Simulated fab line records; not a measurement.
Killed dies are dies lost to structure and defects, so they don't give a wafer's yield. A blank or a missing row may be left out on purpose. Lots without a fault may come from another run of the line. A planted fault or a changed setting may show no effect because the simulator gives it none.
Split-lot experiment    flow n5_finfet    21 wafers read across 7 lots, on a route 1938 steps long

ON THE SPLIT
At N5_BEOL_M10_ILD_DEP_00 (deposits SiCOH lowk from DEMS/porogen, target thk 308.51 nm, time 58 s), the setting time_s was moved away from the recipe's 58 s on 12 of the 21 wafers read, by -9.6% to +14.2%. For the rest of the wafers, this setting stayed at what the recipe calls for.

SPLIT TO READING: what lies between them in the file, 1 step
- N5_BEOL_M10_CURE_71: cures SiCOH lowk, time 240 s

THE READING
M10_ILD_THK at N5_BEOL_M10_THK_MEAS_01, in nm. A value of 268 nm with a standard deviation of 3 nm is what fault-free wafers of this fab line usually give.

wafer   tool, chamber at the split  time_s as run, s  against the recipe  M10_ILD_THK, nm  against lot-mates on the recipe
L075.1  pecvd-03, 0                 54.07             -6.8%               247              -24
L075.5  pecvd-03, 2                 58                recipe              271              -
L075.6  pecvd-03, 0                 54.07             -6.8%               251              -20
L079.2  pecvd-02, 1                 58                recipe              262              -
L079.4  pecvd-02, 1                 61.54             +6.1%               283              +21
L079.6  pecvd-02, 2                 61.54             +6.1%               288              +26
L078.3  pecvd-02, 1                 53.68             -7.4%               242              -28
L078.5  pecvd-02, 2                 58                recipe              270              -
L078.6  pecvd-02, 0                 58                recipe              270              -
L085.1  pecvd-01, 2                 58                recipe              262              -
L085.2  pecvd-01, 1                 66.25             +14.2%              301              +39
L085.3  pecvd-01, 0                 66.25             +14.2%              302              +40
L091.3  pecvd-02, 2                 52.41             -9.6%               243              no lot-mate on the recipe
L091.4  pecvd-02, 2                 52.41             -9.6%               244              no lot-mate on the recipe
L091.5  pecvd-02, 0                 52.41             -9.6%               245              no lot-mate on the recipe
L093.3  pecvd-03, 2                 58                recipe              263              -
L093.4  pecvd-03, 2                 66.01             +13.8%              306              +43
L093.5  pecvd-03, 0                 66.01             +13.8%              304              +41
L092.2  pecvd-02, 2,1               58                recipe              271              -
L092.3  pecvd-02, 2,1               58                recipe              272              -
L092.5  pecvd-02, 1                 58                recipe              276              -
The file does not say which wafer passed through which chamber wherever a row lists several chambers: such a row stands for several wafers.

FIT RESULTS
A straight line over all 21 wafers: M10_ILD_THK changes by +2.59 nm for each +1% of time_s; r = +0.98; the points scatter about the line by 4 nm.
The same after taking each lot's own level away (the mean of its wafers on the recipe; 18 wafers): +3.07 nm for each +1%; r = +0.99; scatter 3 nm.
That fit puts the effect of the largest move of time_s on the reading at 44 nm.
The span of the lots' own levels, 262.0 to 273.0 nm, comes to 3.7 times the standard deviation stated above.
Hence the slope depends on the lot-to-lot level, as the two fits are not the same.
Check: +44.4 nm against its lot-mates is what the line predicts for one of the wafers moved furthest among these (+14.2%) when that wafer is left out of the fit. It came out at +39 nm against them.

THE WHOLE CHAIN: every reading that the file lists as answering this split, in the file's order
step                     what it does                                                            reading                                                                                    change (the file's fit)               r (the file's)
N5_BEOL_M10_ILD_DEP_00   deposits SiCOH lowk from DEMS/porogen, target thk 308.51 nm, time 58 s  SiCOH_lowk_of_BEOL_M10_ILD_DEP_00.thk_nm (the simulator's own value, which no gauge read)  +3.5 nm for each +1% of the setting   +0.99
N5_BEOL_M10_CURE_71      cures SiCOH lowk, time 240 s                                            SiCOH_lowk_of_BEOL_M10_ILD_DEP_00.thk_nm (the simulator's own value, which no gauge read)  +3.09 nm for each +1% of the setting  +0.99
N5_BEOL_M10_THK_MEAS_01                                                                          M10_ILD_THK                                                                                +3.09 for each +1% of the setting     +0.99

FILE'S OWN FIT
M10_ILD_THK changes by +3.09 nm for each +1% of time_s, r = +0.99.
